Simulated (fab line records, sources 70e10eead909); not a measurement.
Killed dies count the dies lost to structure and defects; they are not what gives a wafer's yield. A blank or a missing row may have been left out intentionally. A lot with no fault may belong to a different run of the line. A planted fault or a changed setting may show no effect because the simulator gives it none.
Matching of chambers | flow nand_harc | 4 sister chambers for NHARC_A_CHANNEL_FILL_D2_ALD_16 on ald_hk-02
The step deposits SiO2, target thk 1.5 nm, pulse time 10 s, ald cycles 15. 8 wafers are shown with their chamber, then 8 later ones without.

== EACH WAFER AND ITS CHAMBER ==
wafer  | chamber | heater_power_w (W) | precursor_pulse_height_rel
L084.4 | 0       | 540                | 1.018
L084.6 | 2       | 408                | 0.974
L086.5 | 2       | 419                | 0.987
L086.6 | 1       | 476                | 1.019
L087.2 | 0       | 528                | 0.960
L087.3 | 1       | 478                | 0.987
L087.6 | 3       | 525                | 1.012
L091.3 | 3       | 524                | 1.003

== WAFERS WHOSE CHAMBER IS MISSING ==
wafer  | heater_power_w (W) | precursor_pulse_height_rel
L091.4 | 409                | 1.033
L091.6 | 475                | 0.986
L095.1 | 531                | 0.979
L095.4 | 530                | 0.987
L095.6 | 410                | 0.992
L094.2 | 536                | 1.022
L094.3 | 528                | 1.004
L094.4 | 483                | 1.002

== THE CHAMBER EACH PASSED THROUGH ==
wafer  | from the rows above     | in truth
L091.4 | 2                       | 2
L091.6 | 1                       | 1
L095.1 | can't be placed: 0 or 3 | 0
L095.4 | can't be placed: 0 or 3 | 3
L095.6 | 2                       | 2
L094.2 | can't be placed: 0 or 3 | 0
L094.3 | can't be placed: 3 or 0 | 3
L094.4 | 1                       | 1
Correctly placed: 4 of 8. Cannot be placed on the basis of these rows: 4; the candidates contain the true chamber in 4. Number placed wrongly: 0.
How it was worked out, from the rows above alone: a wafer's distance from a chamber is the root of the sum, over the readings, of the square of ((its reading less the chamber's mean) divided by the reading's scatter). The wafer belongs to the nearest chamber; if the next one is less than 2 further off, it can't be placed. The mean given for a chamber averages the wafers shown for that chamber. The scatter is the square root of a quotient: the sum, over the shown wafers, of each reading's squared deviation from its chamber's mean, divided by wafers minus chambers.
